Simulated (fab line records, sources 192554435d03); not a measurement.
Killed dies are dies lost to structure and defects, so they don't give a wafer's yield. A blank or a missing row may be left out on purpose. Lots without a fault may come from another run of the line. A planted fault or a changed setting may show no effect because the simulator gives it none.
Chamber matching | flow n5_finfet | N5_ILD0_CMP_12 on cmp-02: 4 sister chambers
The step polishes SiNx, stops on poly-Si, t overpolish 6 s, target thk 17.67 nm. 20 wafers are shown with their chamber, then 10 later ones without.

WAFERS WITH THEIR CHAMBER
wafer  | chamber | motor_current_A (A) | time_to_endpoint_s (s) | overpolish_run_s (s)
L075.1 | 1       | 9.4                 | 28.2                   | 6.011
L075.4 | 2       | 8.1                 | 27.1                   | 5.992
L075.6 | 3       | 8.3                 | 29.4                   | 5.994
L077.2 | 0       | 7.8                 | 27.6                   | 5.999
L077.3 | 3       | 8.4                 | 27.6                   | 6.000
L077.4 | 1       | 9.2                 | 30.6                   | 5.991
L078.1 | 1       | 9.7                 | 26.8                   | 6.000
L078.3 | 2       | 8.3                 | 26.3                   | 5.983
L078.6 | 1       | 9.4                 | 26.8                   | 5.988
L080.1 | 3       | 8.2                 | 29.3                   | 5.997
L080.3 | 0       | 7.8                 | 27.1                   | 6.000
L080.4 | 2       | 8.0                 | 28.9                   | 5.993
L081.1 | 1       | 9.6                 | 30.3                   | 6.023
L081.4 | 2       | 8.5                 | 24.8                   | 5.997
L081.6 | 1       | 9.6                 | 29.7                   | 5.993
L082.1 | 3       | 8.6                 | 28.7                   | 5.993
L082.3 | 0       | 7.6                 | 27.2                   | 5.989
L082.6 | 1       | 9.8                 | 31.4                   | 5.987
L084.3 | 0       | 7.5                 | 27.2                   | 5.993
L084.4 | 3       | 8.1                 | 29.8                   | 5.992

SIGNATURES (means of the wafers above)
reading            | chamber 0 | chamber 1 | chamber 2 | chamber 3 | scatter within a chamber
motor_current_A    | 7.675     | 9.529     | 8.225     | 8.320     | 0.196
time_to_endpoint_s | 27.275    | 29.114    | 26.775    | 28.960    | 1.43
overpolish_run_s   | 5.99525   | 5.99900   | 5.99125   | 5.99520   | 0.00906
Rule: a wafer's distance from a chamber is the root of the sum, over the readings, of the square of ((its reading less the chamber's mean) divided by the reading's scatter). The wafer belongs to the nearest chamber; if the next one is less than 2 further off, it can't be placed. The scatter: the root of (the sum of the squares of (reading less its chamber's mean) over the shown wafers, divided by (wafers less chambers)).

WAFERS WITHOUT THEIR CHAMBER
wafer  | motor_current_A (A) | time_to_endpoint_s (s) | overpolish_run_s (s)
L084.6 | 8.1                 | 27.1                   | 6.002
L086.1 | 8.2                 | 23.5                   | 6.000
L086.4 | 9.4                 | 24.9                   | 5.997
L086.5 | 7.7                 | 22.4                   | 6.003
L094.3 | 9.1                 | 27.1                   | 5.994
L094.5 | 8.0                 | 25.3                   | 5.993
L094.6 | 8.4                 | 26.1                   | 6.013
L097.1 | 8.0                 | 27.3                   | 6.003
L097.3 | 8.0                 | 26.2                   | 5.986
L097.4 | 9.6                 | 30.5                   | 5.987

WHICH CHAMBER EACH WENT THROUGH
wafer  | from the rows above          | in truth
L084.6 | can't be placed: 2 or 3 or 0 | 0
L086.1 | can't be placed: 2 or 0 or 3 | 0
L086.4 | 1                            | 1
L086.5 | can't be placed: 0 or 2      | 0
L094.3 | can't be placed: 1 or 3 or 2 | 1
L094.5 | can't be placed: 2 or 0 or 3 | 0
L094.6 | can't be placed: 2 or 3 or 0 | 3
L097.1 | can't be placed: 2 or 0 or 3 | 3
L097.3 | can't be placed: 2 or 0 or 3 | 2
L097.4 | 1                            | 1
Placed correctly: 2 of 10. Can't be placed from these rows: 8 (the true chamber is among the candidates in 8). Placed wrongly: 0.
